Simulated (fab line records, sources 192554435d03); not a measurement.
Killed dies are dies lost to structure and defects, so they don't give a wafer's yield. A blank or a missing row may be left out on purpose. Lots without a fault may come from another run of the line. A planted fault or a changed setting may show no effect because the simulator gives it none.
Chamber matching | flow n5_finfet | N5_BEOL_M8_STRIP_19 on rie_diel-02: 4 sister chambers
The step strips in O2. 8 wafers are shown with their chamber, then 11 later ones without.

WAFERS WITH THEIR CHAMBER
wafer  | chamber | showerhead_plenum_p_Torr (Torr) | throttle_valve_pct (%)
L078.3 | 2       | 2.05                            | 16.62
L079.1 | 0       | 2.08                            | 16.74
L079.4 | 2       | 2.05                            | 16.65
L079.5 | 1       | 2.16                            | 16.93
L081.1 | 0       | 2.08                            | 16.77
L081.3 | 3       | 2.07                            | 17.22
L081.6 | 3       | 2.07                            | 17.23
L083.1 | 1       | 2.15                            | 16.95

WAFERS WITHOUT THEIR CHAMBER
wafer  | showerhead_plenum_p_Torr (Torr) | throttle_valve_pct (%)
L083.2 | 2.07                            | 17.24
L083.6 | 2.07                            | 17.22
L082.2 | 2.15                            | 16.96
L082.3 | 2.15                            | 16.97
L082.5 | 2.07                            | 17.24
L088.1 | 2.04                            | 16.17
L088.2 | 2.06                            | 17.26
L088.3 | 2.15                            | 16.99
L088.4 | 2.06                            | 17.22
L088.5 | 2.15                            | 16.99
L088.6 | 2.04                            | 16.18

WHICH CHAMBER EACH WENT THROUGH
wafer  | from the rows above | in truth
L083.2 | 3                   | 3
L083.6 | 3                   | 3
L082.2 | 1                   | 1
L082.3 | 1                   | 1
L082.5 | 3                   | 3
L088.1 | 2                   | 2
L088.2 | 3                   | 3
L088.3 | 1                   | 1
L088.4 | 3                   | 3
L088.5 | 1                   | 1
L088.6 | 2                   | 2
Placed correctly: 11 of 11. Can't be placed from these rows: 0. Placed wrongly: 0.
How it was worked out, from the rows above alone: a wafer's distance from a chamber is the root of the sum, over the readings, of the square of ((its reading less the chamber's mean) divided by the reading's scatter). The wafer belongs to the nearest chamber; if the next one is less than 2 further off, it can't be placed. A chamber's mean is the mean of its shown wafers. The scatter: the root of (the sum of the squares of (reading less its chamber's mean) over the shown wafers, divided by (wafers less chambers)).
